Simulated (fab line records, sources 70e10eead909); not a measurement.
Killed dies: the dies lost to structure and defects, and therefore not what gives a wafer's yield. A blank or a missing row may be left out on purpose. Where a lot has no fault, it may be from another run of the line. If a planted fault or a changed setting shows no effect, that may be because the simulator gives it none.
Which tool is to blame? ; flow nandHarc ; 36 wafers from 12 lots sampled at 6 of the route's 1302 steps

== WHAT EACH GAUGE READ, for each wafer ==
NHARC_P_CONTACT_INSPECT_27.
lot;measured;on;rawDefectCount
L104;day 6 08:13;defectInspect-02;424 330 222
L107;day 7 10:52;defectInspect-02;333 658 250
L108;day 8 00:31;defectInspect-02;430 219 249
L109;day 8 15:13;defectInspect-01;370 264 484
L111;day 9 19:01;defectInspect-02;212 499 567
L117;day 12 00:22;defectInspect-01;397 409 541
L121;day 13 08:19;defectInspect-01;289 197 396
L122;day 13 19:53;defectInspect-02;318 358 309
L123;day 14 11:53;defectInspect-01;319 205 195
L124;day 14 15:24;defectInspect-01;208 148 267
L125;day 15 04:02;defectInspect-01;226 280 517
L126;day 15 14:01;defectInspect-01;250 292 420

NHARC_P_M0_CD_MEAS_09: the cd target is 90 nm.
lot;measured;on;cdNm (nm)
L104;day 6 09:07;cdSem-02;89.6 88.8 90.2
L107;day 7 11:47;cdSem-03;89.2 89.2 89.4
L108;day 8 01:25;cdSem-02;89.7 90.5 89.5
L109;day 8 16:07;cdSem-01;89.7 89.6 90.0
L111;day 9 19:55;cdSem-02;90.0 89.7 89.7
L117;day 12 01:08;cdSem-02;89.6 89.6 89.7
L121;day 13 09:13;cdSem-02;98.8 99.0 97.6
L122;day 13 20:40;cdSem-02;96.7 96.1 96.0
L123;day 14 12:40;cdSem-01;90.0 90.2 90.0
L124;day 14 16:11;cdSem-01;89.3 89.3 89.8
L125;day 15 04:56;cdSem-01;90.1 90.2 89.8
L126;day 15 14:54;cdSem-02;89.9 89.9 89.5

NHARC_END_SORT_01.
lot;measured;on;defectLimitedYield (%);killedAtArray;killedAtOther;killedAtPeriphery;killedDies;killedOpen;killedShort
L104;day 24 13:50;prober-01;89.7 89.1 91.7;64 67 49;1 1 0;5 6 7;70 74 56;4 4 6;0 0 2
L107;day 26 07:30;prober-01;86.9 87.9 89.8;89 78 68;0 0 0;0 4 1;89 82 69;1 3 0;5 4 2
L108;day 26 17:01;prober-01;88.3 88.8 88.8;72 74 67;0 0 0;7 2 9;79 76 76;3 2 8;3 2 2
L109;day 26 05:54;prober-02;90.8 90.3 92.6;59 64 48;0 0 0;3 2 2;62 66 50;6 6 5;4 1 1
L111;day 28 06:04;prober-01;86.9 87.9 88.9;89 78 67;0 1 1;0 3 7;89 82 75;6 3 5;3 3 3
L117;day 30 11:58;prober-02;93.6 93.8 95.0;41 39 32;0 0 0;2 3 2;43 42 34;3 2 1;2 1 2
L121;day 32 18:33;prober-01;90.4 88.8 88.2;56 73 73;0 0 1;9 3 6;65 76 80;4 2 4;3 4 3
L122;day 32 20:58;prober-02;95.9 96.0 94.5;25 24 31;0 1 0;3 2 6;28 27 37;4 4 7;0 1 3
L123;day 33 12:43;prober-01;92.5 90.8 92.6;46 60 47;1 0 0;4 2 3;51 62 50;1 3 4;1 2 3
L124;day 33 06:34;prober-01;91.6 89.8 90.5;51 63 60;2 0 2;4 6 2;57 69 64;4 2 2;1 3 3
L125;day 33 04:46;prober-02;93.4 91.9 92.0;40 51 52;1 2 0;4 2 2;45 55 54;3 3 5;3 2 2
L126;day 33 12:42;prober-02;88.9 90.1 88.2;62 55 73;0 0 1;13 12 6;75 67 80;6 1 6;1 7 1

== WHAT TOOL EACH LOT RAN ON (gives the tool, then ch and the chambers of the sampled wafers, and finally the start) ==
lot;NHARC_P_CONTACT_CMP_24;NHARC_P_M0_PEB_07;NHARC_P_M0_ETCH_34
L104;cmp-01 ch 1,3, day 6 07:50;lithoTrack-06 ch 0, day 6 09:02;rieDiel-03 ch 0,1,2, day 6 09:23
L107;cmp-01 ch 1,2,3, day 7 10:31;lithoTrack-06 ch 0, day 7 11:41;rieDiel-11 ch 0,2,3, day 7 12:04
L108;cmp-04 ch 0,2,3, day 8 00:07;lithoTrack-01 ch 0, day 8 01:20;rieDiel-08 ch 1,2,3, day 8 01:41
L109;cmp-03 ch 1,2, day 8 14:49;lithoTrack-01 ch 0, day 8 16:02;rieDiel-11 ch 1,3, day 8 16:23
L111;cmp-01 ch 0,1,3, day 9 18:39;lithoTrack-01 ch 0, day 9 19:50;rieDiel-11 ch 1,3, day 9 20:11
L117;cmp-04 ch 0,1,3, day 11 23:58;lithoTrack-06 ch 0, day 12 01:04;rieDiel-11 ch 2,3, day 12 01:35
L121;cmp-01 ch 0,3, day 13 07:55;lithoTrack-06 ch 0, day 13 09:08;rieDiel-03 ch 1,3, day 13 09:30
L122;cmp-03 ch 1,2, day 13 19:29;lithoTrack-06 ch 0, day 13 20:35;rieDiel-03 ch 1,2,3, day 13 20:57
L123;cmp-01 ch 0,1,3, day 14 11:32;lithoTrack-04 ch 0, day 14 12:35;rieDiel-03 ch 0,3, day 14 12:57
L124;cmp-01 ch 0,1,3, day 14 15:01;lithoTrack-04 ch 0, day 14 16:06;rieDiel-11 ch 0,1, day 14 16:27
L125;cmp-01 ch 0,2,3, day 15 03:40;lithoTrack-04 ch 0, day 15 04:51;rieDiel-11 ch 1,2,3, day 15 05:12
L126;cmp-01 ch 0,1,2, day 15 13:38;lithoTrack-04 ch 0, day 15 14:50;rieDiel-11 ch 1,3, day 15 15:12
- NHARC_P_CONTACT_CMP_24: polishes, t overpolish 30 s, target thk 200 nm.
- NHARC_P_M0_PEB_07: peb time 65 s.
- NHARC_P_M0_ETCH_34: etches the open film in N2/H2, target depth 40 nm, overetch 12 nm, time 43.94 s.

== WHAT THE TOOLS THEMSELVES READ (means of the sampled wafers that have a number; where no wafer has one, the mark that the record gives instead) ==
NHARC_P_CONTACT_CMP_24.
lot;tool;motorCurrentA (A);overpolishRunS (s);timeToEndpointS (s)
L104;cmp-01;12.2;30.003;42.1
L107;cmp-01;12.3;30.002;39.6
L108;cmp-04;12.3;30.005;38.8
L109;cmp-03;12.1;29.988;42.5
L111;cmp-01;12.3;29.995;43.7
L117;cmp-04;13.3;29.998;42.1
L121;cmp-01;12.2;30.001;41.1
L122;cmp-03;12.3;30.000;41.2
L123;cmp-01;12.5;30.006;40.1
L124;cmp-01;12.3;29.997;41.2
L125;cmp-01;12.9;30.004;37.7
L126;cmp-01;12.7;29.998;43.4

NHARC_P_M0_PEB_07.
lot;tool;heaterPowerTotalW (W);plateTempC (C);resistLineTempC (C)
L104;lithoTrack-06;156.3;99.82;23.00
L107;lithoTrack-06;156.5;100.05;23.04
L108;lithoTrack-01;156.7;100.10;22.91
L109;lithoTrack-01;156.6;99.90;23.10
L111;lithoTrack-01;156.5;100.02;23.00
L117;lithoTrack-06;156.8;100.04;23.06
L121;lithoTrack-06;161.3;102.47;23.00
L122;lithoTrack-06;161.9;102.36;23.13
L123;lithoTrack-04;156.7;99.94;22.94
L124;lithoTrack-04;157.0;99.94;23.00
L125;lithoTrack-04;156.2;99.88;23.08
L126;lithoTrack-04;156.6;99.98;22.97

NHARC_P_M0_ETCH_34.
lot;tool;drypumpMotorCurrentA (A);oesProductAu (a.u.);rfVppV (V);showerheadPlenumPTorr (Torr);throttleValvePct (%)
L104;rieDiel-03;5.9;1.007;430.5;2.05;14.170
L107;rieDiel-11;5.7;1.006;431.2;2.05;14.169
L108;rieDiel-08;6.0;1.005;432.0;2.10;14.165
L109;rieDiel-11;5.9;0.998;429.4;2.03;14.162
L111;rieDiel-11;5.8;1.004;430.1;2.03;14.166
L117;rieDiel-11;5.8;1.007;430.4;2.04;14.172
L121;rieDiel-03;6.0;0.997;434.6;2.18;14.177
L122;rieDiel-03;6.1;1.004;432.0;2.10;14.168
L123;rieDiel-03;5.9;0.999;430.3;2.06;14.178
L124;rieDiel-11;5.4;0.995;431.7;2.09;14.172
L125;rieDiel-11;5.8;0.996;430.2;2.03;14.174
L126;rieDiel-11;6.2;1.000;428.6;1.98;14.162

== THE ANSWER, worked out from the rows above alone ==
Rule: usual is defined by the lots themselves. The widest of any qualifying gaps counts: lots, ordered by their means at a reading, are off when they make up no more than a third of the lots, leave a main group of 4 or more, and stand apart from it by 3 or more times the standard deviation of that group's means. A main group is skipped when, at the precision printed for the reading in the tables above, its means are all equal. Also off: a lot with no number at a reading for which 4 or more lots have one. Any other lot the step has rows for is counted as sound. The gauges are gone through in route order, then the tools' own readings, and for those a lot's mean is taken as printed above. The first step at which some lot is off is used, and at that step the reading that is off furthest; a lot without a number counts as furthest.
Off at NHARC_P_M0_CD_MEAS_09 (cdNm): L121, L122. The main group: mean 89.7 nm, standard deviation 0.24.
A tool fits if, at a process step before that reading, it ran every lot that is off, and no sound lot after the first of them. The gauges at NHARC_P_M0_CD_MEAS_09 aren't tried: what is off there is off at NHARC_P_M0_PEB_07 too, on other tools, and a gauge's error can't cause that. One fits: NHARC_P_M0_PEB_07 on lithoTrack-06. A fault onset in the window from L117 (day 12 01:04, its last sound lot) to L121 (day 13 09:08, its first lot off) fits.
The tool's own readings at NHARC_P_M0_PEB_07 bear it out: on the lots that are off they differ by more than 5 times the standard deviation of the sound lots' means. heaterPowerTotalW reads 161.6 W there against 156.6 W on the sound lots; plateTempC reads 102.41 C there against 99.97 C on the sound lots.

== WHAT HAD BEEN PUT IN BY THE SIMULATOR ==
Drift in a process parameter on lithoTrack-06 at NHARC_P_M0_PEB_07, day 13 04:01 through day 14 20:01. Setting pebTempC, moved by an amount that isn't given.
Shown lots that were struck: L121, L122. This agrees with what the rule above found.
